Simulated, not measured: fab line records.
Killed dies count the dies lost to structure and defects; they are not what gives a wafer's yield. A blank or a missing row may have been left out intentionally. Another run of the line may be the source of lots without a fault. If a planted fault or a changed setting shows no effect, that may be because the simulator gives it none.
Matching of chambers	flow n5-finfet	N5_BEOL_M9_CURE_71 on uv-cure-02 has 3 sister chambers
The step cures SiCOH lowk, time 240 s. 16 wafers are shown with their chamber, then 8 later ones without.

== WAFERS PAIRED WITH THEIR CHAMBERS ==
wafer	chamber	wafer_temp_C_max	lamp-power-pct (%)
L074.1	1	387.7	52.28
L074.3	1	388.3	52.29
L074.4	1	388.1	52.27
L074.2	1	388.3	52.18
L074.5	1	387.6	52.37
L074.6	1	388.3	52.28
L076.4	0	385.9	52.34
L076.5	0	386.5	52.34
L076.6	0	385.8	52.33
L082.1	2	387.5	52.20
L082.3	2	386.6	52.31
L082.4	2	387.5	52.37
L084.1	0	386.1	52.43
L084.2	0	385.9	52.26
L084.5	0	386.2	52.19
L091.3	2	386.7	52.31

SIGNATURES (means of the wafers above)
reading	chamber 0	chamber 1	chamber 2	scatter within a chamber
wafer_temp_C_max	386.067	388.050	387.075	0.348
lamp-power-pct	52.3150	52.2783	52.2975	0.0716
Rule: for a wafer and a chamber, the distance is found by dividing, reading by reading, the gap between the wafer's reading and the chamber's mean by the reading's scatter, squaring, summing and taking the root. If the next closest chamber is less than 2 further off than the closest, the wafer can't be placed; otherwise it belongs to the closest. The scatter: take each reading less its chamber's mean, square it, sum over the shown wafers, divide by the number of wafers less the number of chambers, and take the root.

== WAFERS WITHOUT THEIR CHAMBER ==
wafer	wafer_temp_C_max	lamp-power-pct (%)
L091.4	386.7	52.25
L091.6	387.1	52.14
L094.2	387.2	52.36
L094.4	388.0	52.34
L094.5	388.3	52.26
L097.1	387.0	52.31
L097.3	386.4	52.36
L097.4	386.9	52.43

== THE CHAMBER EACH PASSED THROUGH ==
wafer	from the rows above	in truth
L091.4	can't be placed: 2 or 0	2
L091.6	can't be placed: 2 or 1 or 0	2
L094.2	can't be placed: 2 or 1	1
L094.4	can't be placed: 1 or 2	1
L094.5	1	1
L097.1	2	2
L097.3	can't be placed: 0 or 2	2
L097.4	can't be placed: 2 or 0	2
Correctly placed: 2 of 8. Can't be placed from these rows: 6 (the true chamber is among the candidates in 6). 0 placed wrongly.
